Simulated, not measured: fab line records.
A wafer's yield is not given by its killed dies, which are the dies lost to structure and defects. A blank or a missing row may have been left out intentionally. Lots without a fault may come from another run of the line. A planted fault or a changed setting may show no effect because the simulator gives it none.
Which tool was responsible? -- flow nand_harc -- 12 lots, 36 wafers sampled, at 6 steps of a route of 1159

== WHAT EACH GAUGE READ, for each wafer ==
NHARC_A_SOURCE_PLATE_THK_MEAS_06: measures by ellipsometry. Usual: thk_nm reads 200.5 nm (standard deviation 2.2).
lot,measured,on,thk_nm (nm),flag
L912,day 7 22:13,film_metro-01,200.9 202.1 199.1,
L915,day 8 05:49,film_metro-01,203.1 200.3 201.5,
L918,day 9 08:22,film_metro-01,200.4 200.2 200.4,
L917,day 9 08:22,film_metro-02,203.2 198.1 199.3,
L920,day 9 18:11,film_metro-02,203.3 202.0 200.9,
L919,day 9 18:11,film_metro-01,198.5 196.5 195.5,
L921,day 9 18:10,film_metro-01,201.8 204.4 202.0,
L927,day 11 11:34,film_metro-02,197.4 200.9 199.5,
L926,day 11 11:34,film_metro-01,200.7 204.9 203.8,
L928,day 11 19:18,film_metro-02,202.5 201.1 199.5,
L933,day 12 18:42,film_metro-02,200.0 199.7 198.7,
L934,day 13 03:56,film_metro-01,200.6 199.7 203.0,

NHARC_A_ONON_D1_THK_MEAS_14: measures by ellipsometry. Usual: thk_nm reads 1004 nm (standard deviation 11).
lot,measured,on,thk_nm (nm),flag
L912,day 8 01:11,film_metro-02,1020 1020 1020,
L915,day 8 08:46,film_metro-02,1021 1020 1020,
L918,day 9 11:16,film_metro-01,987 988 987,
L917,day 9 11:34,film_metro-02,1012 1014 1013,
L920,day 9 21:22,film_metro-01,1009 1010 1012,
L919,day 9 21:16,film_metro-02,997 997 996,
L921,day 9 21:10,film_metro-01,991 990 990,
L927,day 11 14:31,film_metro-02,1023 1022 1629 1025 1024 1628,OFF
L926,day 11 14:28,film_metro-01,995 996 996,
L928,day 11 22:13,film_metro-02,1011 1013 1616 1013 1013 1617,OFF
L933,day 12 21:54,film_metro-02,992 996 994,
L934,day 13 06:53,film_metro-01,997 1000 998,

NHARC_END_SORT_01. Usual: killed_at_array 26, standard deviation 9.1; killed_at_other 0.7, standard deviation 0.9; killed_at_periphery 3.6, standard deviation 2.8; killed_dies 30, standard deviation 9.2; killed_open 3.0, standard deviation 1.9; killed_short 2.0, standard deviation 1.4.
lot,measured,on,killed_at_array,killed_at_other,killed_at_periphery,killed_dies,killed_open,killed_short,flag
L919,day 21 17:14,prober-01,22 30 18,0 3 1,2 3 2,24 36 21,3 3 3,0 3 1,
L927,day 24 01:56,prober-01,35 23 670,1 1 1,4 10 6,40 34 677,5 2 4,0 0 1,OFF
L928,day 24 01:55,prober-02,29 32 673,1 1 0,0 2 4,30 35 677,3 2 4,1 4 2,OFF

== WHICH TOOL RAN EACH LOT (tool, then ch and the chambers of the sampled wafers, then the start) ==
lot,NHARC_A_ZERO_WELL_DESCUM_12,NHARC_A_ZERO_WELL_ETCH_13,NHARC_A_ONON_D1_DEP_12
L912,"rie_diel-07 ch 1,2,3, day 7 00:23","rie_si-05 ch 0,1,2, day 7 00:35","pecvd_onon-01 ch 0, day 8 00:42"
L915,"rie_diel-04 ch 0,3, day 7 09:10","rie_si-03 ch 0,1,2, day 7 09:24","pecvd_onon-02 ch 0, day 8 08:19"
L918,"rie_diel-07 ch 2,3, day 8 09:31","rie_si-03 ch 1,3, day 8 09:43","pecvd_onon-02 ch 0, day 9 10:46"
L917,"rie_diel-07 ch 0,1,3, day 8 10:17","rie_si-02 ch 2,3, day 8 10:29","pecvd_onon-03 ch 0, day 9 11:02"
L920,"rie_diel-04 ch 0,2,3, day 8 18:19","rie_si-03 ch 2,3, day 8 18:34","pecvd_onon-01 ch 0, day 9 20:52"
L919,"rie_diel-07 ch 0,1,3, day 8 21:17","rie_si-03 ch 0,1,3, day 8 21:29","pecvd_onon-03 ch 0, day 9 20:45"
L921,"rie_diel-13 ch 1,2,3, day 8 22:19","rie_si-05 ch 0,1,3, day 8 22:32","pecvd_onon-02 ch 0, day 9 20:49"
L927,"rie_diel-04 ch 0,2, day 10 12:56","rie_si-03 ch 0,2, day 10 13:07","pecvd_onon-02 ch 0, day 11 13:59"
L926,"rie_diel-13 ch 1,2,3, day 10 13:43","rie_si-05 ch 0,3, day 10 13:55","pecvd_onon-01 ch 0, day 11 13:58"
L928,"rie_diel-13 ch 0,1,2, day 10 20:28","rie_si-03 ch 0,2,3, day 10 20:40","pecvd_onon-02 ch 0, day 11 21:42"
L933,"rie_diel-04 ch 0,1,3, day 11 19:31","rie_si-05 ch 0,2,3, day 11 19:44","pecvd_onon-01 ch 0, day 12 21:23"
L934,"rie_diel-04 ch 0,2,3, day 12 06:09","rie_si-05 ch 0,1,3, day 12 06:21","pecvd_onon-03 ch 0, day 13 06:29"
- NHARC_A_ZERO_WELL_DESCUM_12: chemistry O2, time 3 s.
- NHARC_A_ZERO_WELL_ETCH_13: etches the open film in HBr/Cl2, target depth 120 nm, time 40.1 s.
- NHARC_A_ONON_D1_DEP_12: target thk 1000 nm.

== AS READ BY THE TOOLS THEMSELVES (means over the sampled wafers that have a number; for cases with no such wafer, the mark the record gives instead) ==
NHARC_A_ZERO_WELL_DESCUM_12. Usual: drypump_motor_current_A 5.65 A, standard deviation 0.23; o2_flow_sccm 200.0 sccm, standard deviation 0.63; oes_product_au 0.994 a.u., standard deviation 0.0099; rf_vpp_V 57.9 V, standard deviation 0.86; showerhead_plenum_p_Torr 1.92 Torr, standard deviation 0.089; throttle_valve_pct 11.311 %, standard deviation 0.0096.
lot,tool,drypump_motor_current_A (A),o2_flow_sccm (sccm),oes_product_au (a.u.),rf_vpp_V (V),showerhead_plenum_p_Torr (Torr),throttle_valve_pct (%),flag
L912,rie_diel-07,5.81,200.3,0.999,57.7,1.91,11.296,
L915,rie_diel-04,5.65,200.7,0.990,58.7,2.02,11.308,
L918,rie_diel-07,5.89,200.8,0.998,58.4,1.84,11.306,
L917,rie_diel-07,5.73,199.7,1.001,58.1,1.90,11.314,
L920,rie_diel-04,5.52,199.9,0.990,58.3,1.98,11.317,
L919,rie_diel-07,5.73,199.8,1.006,57.2,1.90,11.317,
L921,rie_diel-13,5.65,200.6,0.999,57.1,1.93,11.313,
L927,rie_diel-04,5.37,199.7,0.985,57.6,1.93,11.318,
L926,rie_diel-13,5.67,200.1,1.003,57.7,1.93,11.306,
L928,rie_diel-13,5.62,200.6,1.001,58.4,1.95,11.311,
L933,rie_diel-04,5.67,200.0,0.998,58.8,1.94,11.309,
L934,rie_diel-04,5.53,200.1,0.999,58.2,1.98,11.311,

NHARC_A_ZERO_WELL_ETCH_13. Usual: drypump_motor_current_A 5.9 A, standard deviation 0.43; oes_product_au 0.998 a.u., standard deviation 0.013; throttle_valve_pct 26.406 %, standard deviation 0.0095.
lot,tool,drypump_motor_current_A (A),oes_product_au (a.u.),throttle_valve_pct (%),flag
L912,rie_si-05,6.0,0.995,26.400,
L915,rie_si-03,5.7,0.989,26.405,
L918,rie_si-03,6.1,1.006,26.402,
L917,rie_si-02,5.8,0.993,26.406,
L920,rie_si-03,6.0,0.994,26.405,
L919,rie_si-03,5.7,1.007,26.403,
L921,rie_si-05,6.1,0.992,26.398,
L927,rie_si-03,5.2,1.002,26.400,
L926,rie_si-05,6.1,0.995,26.404,
L928,rie_si-03,5.6,0.995,26.404,
L933,rie_si-05,6.1,0.987,26.407,
L934,rie_si-05,6.2,0.993,26.406,

NHARC_A_ONON_D1_DEP_12. Usual: susceptor_temp_C reads 399.99 C (standard deviation 0.23).
lot,tool,susceptor_temp_C (C),flag
L912,pecvd_onon-01,399.76,
L915,pecvd_onon-02,399.90,
L918,pecvd_onon-02,400.08,
L917,pecvd_onon-03,400.11,
L920,pecvd_onon-01,399.95,
L919,pecvd_onon-03,400.09,
L921,pecvd_onon-02,399.78,
L927,pecvd_onon-02,400.25,
L926,pecvd_onon-01,400.05,
L928,pecvd_onon-02,400.38,
L933,pecvd_onon-01,399.76,
L934,pecvd_onon-03,400.02,

== THE ANSWER, worked out from the rows above alone ==
Rule: take the mean of a lot's wafers that have a number; if it is more than 3 standard deviations from the usual mean, the lot is off. A lot without any number at a reading at which 4 lots or more have one is off too. The other lots that the step has rows for count as sound. The gauges are gone through in route order, then the tools' own readings, and for those a lot's mean is taken as printed above. At the first step where some lot is off, the reading lying furthest off is the one used; lots without a number count as furthest.
Off, at NHARC_A_ONON_D1_THK_MEAS_14 on thk_nm: L927, L928.
If a tool, at a process step before that reading, ran all the lots that are off and no sound lot after the first of them, it fits. Not tried: the gauges at NHARC_A_ONON_D1_THK_MEAS_14; whatever is off there is also off at NHARC_END_SORT_01, on other tools, and gauge error can't account for it. This does not decide it: 2 tools fit, namely rie_si-03 at NHARC_A_ZERO_WELL_ETCH_13 and pecvd_onon-02 at NHARC_A_ONON_D1_DEP_12.

== WHAT WAS PUT IN BY THE SIMULATOR ==
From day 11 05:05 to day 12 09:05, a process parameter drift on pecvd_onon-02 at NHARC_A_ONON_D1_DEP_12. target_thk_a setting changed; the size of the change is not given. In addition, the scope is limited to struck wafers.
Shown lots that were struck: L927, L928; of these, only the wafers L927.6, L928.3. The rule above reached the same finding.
